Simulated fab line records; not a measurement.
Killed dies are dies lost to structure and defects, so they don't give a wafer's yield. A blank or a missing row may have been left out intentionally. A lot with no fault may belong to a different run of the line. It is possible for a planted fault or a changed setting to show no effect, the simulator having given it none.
Which of the tools did it?    flow n5Finfet    14 lots with 42 wafers sampled at 2 steps, on a route of 1938 steps

== WHAT THE GAUGES READ, wafer by wafer ==
N5_BEOL_M12_RS_MEAS_54: measurement is done with a four-point probe.
lot   measured      on            M12_RS (ohm/sq)
L550  day 11 18:38  filmMetro-02  0.0607 0.0602 0.0613
L554  day 12 07:44  filmMetro-01  0.0593 0.0604 0.0605
L552  day 12 19:44  filmMetro-01  0.0606 0.0603 0.0601
L557  day 13 19:47  filmMetro-02  0.0584 0.0587 0.0588
L558  day 13 20:25  filmMetro-01  0.0623 0.0617 0.0615
L565  day 15 04:50  filmMetro-01  0.0587 0.0597 0.0582
L563  day 15 10:05  filmMetro-01  0.0583 0.0607 0.0594
L564  day 15 10:19  filmMetro-02  0.0610 0.0609 0.0601
L567  day 15 18:26  filmMetro-01  0.0608 0.0612 0.0610
L566  day 16 02:01  filmMetro-01  0.0595 0.0603 0.0609
L570  day 16 16:37  filmMetro-02  0.0595 0.0615 0.0612
L569  day 16 17:25  filmMetro-02  0.0612 0.0611 0.0610
L571  day 17 14:33  filmMetro-02  0.0593 0.0610 0.0585
L572  day 19 06:44  filmMetro-01  0.0626 0.0612 0.0617

== WHICH TOOL RAN EACH LOT (tool, then ch and the chambers of the sampled wafers, then the start) ==
lot   N5_BEOL_M12_PRE_CLEAN_42
L550  pvdSputter-01, day 11 15:54
L554  pvdSputter-03, day 12 06:17
L552  pvdSputter-02, day 12 18:34
L557  pvdSputter-01, day 13 18:36
L558  pvdSputter-03, day 13 19:14
L565  pvdSputter-02, day 15 03:34
L563  pvdSputter-02, day 15 08:46
L564  pvdSputter-01, day 15 09:04
L567  pvdSputter-02, day 15 17:14
L566  pvdSputter-02, day 16 00:15
L570  pvdSputter-02, day 16 15:13
L569  pvdSputter-03, day 16 16:13
L571  pvdSputter-02, day 17 13:16
L572  pvdSputter-01, day 19 05:32
- N5_BEOL_M12_PRE_CLEAN_42: time 30 s.

== WHAT THE TOOLS THEMSELVES READ (means of the sampled wafers that have a number; where no wafer has one, the mark that the record gives instead) ==
N5_BEOL_M12_PRE_CLEAN_42.
lot   tool           heaterPowerW (W)
L550  pvdSputter-01  371
L554  pvdSputter-03  319
L552  pvdSputter-02  300
L557  pvdSputter-01  361
L558  pvdSputter-03  333
L565  pvdSputter-02  306
L563  pvdSputter-02  344
L564  pvdSputter-01  366
L567  pvdSputter-02  307
L566  pvdSputter-02  350
L570  pvdSputter-02  284
L569  pvdSputter-03  318
L571  pvdSputter-02  294
L572  pvdSputter-01  357

== THE ANSWER, worked out from the rows above alone ==
Rule: the usual values come from the lots themselves. Put in order of their means at a reading, lots are off if they are a third of the lots or fewer, leave a main group of 4 or more, and stand apart from it by a gap of 3 or more times the standard deviation of the main group's means; of several such gaps the widest counts. If all means in a main group match to the digits the tables above print for the reading, that group is not used. Also off: a lot with no number at a reading for which 4 or more lots have one. Where the step has rows for the other lots, those lots are counted as sound. First the gauges in route order, then the tools' own readings, where a lot's mean is used as printed above. The first step at which some lot is off is used, and at that step the reading that is off furthest; a lot without a number counts as furthest.
Across all readings shown, no lot is off: no conclusion can be drawn from this.

== WHAT THE SIMULATOR HAD INSERTED ==
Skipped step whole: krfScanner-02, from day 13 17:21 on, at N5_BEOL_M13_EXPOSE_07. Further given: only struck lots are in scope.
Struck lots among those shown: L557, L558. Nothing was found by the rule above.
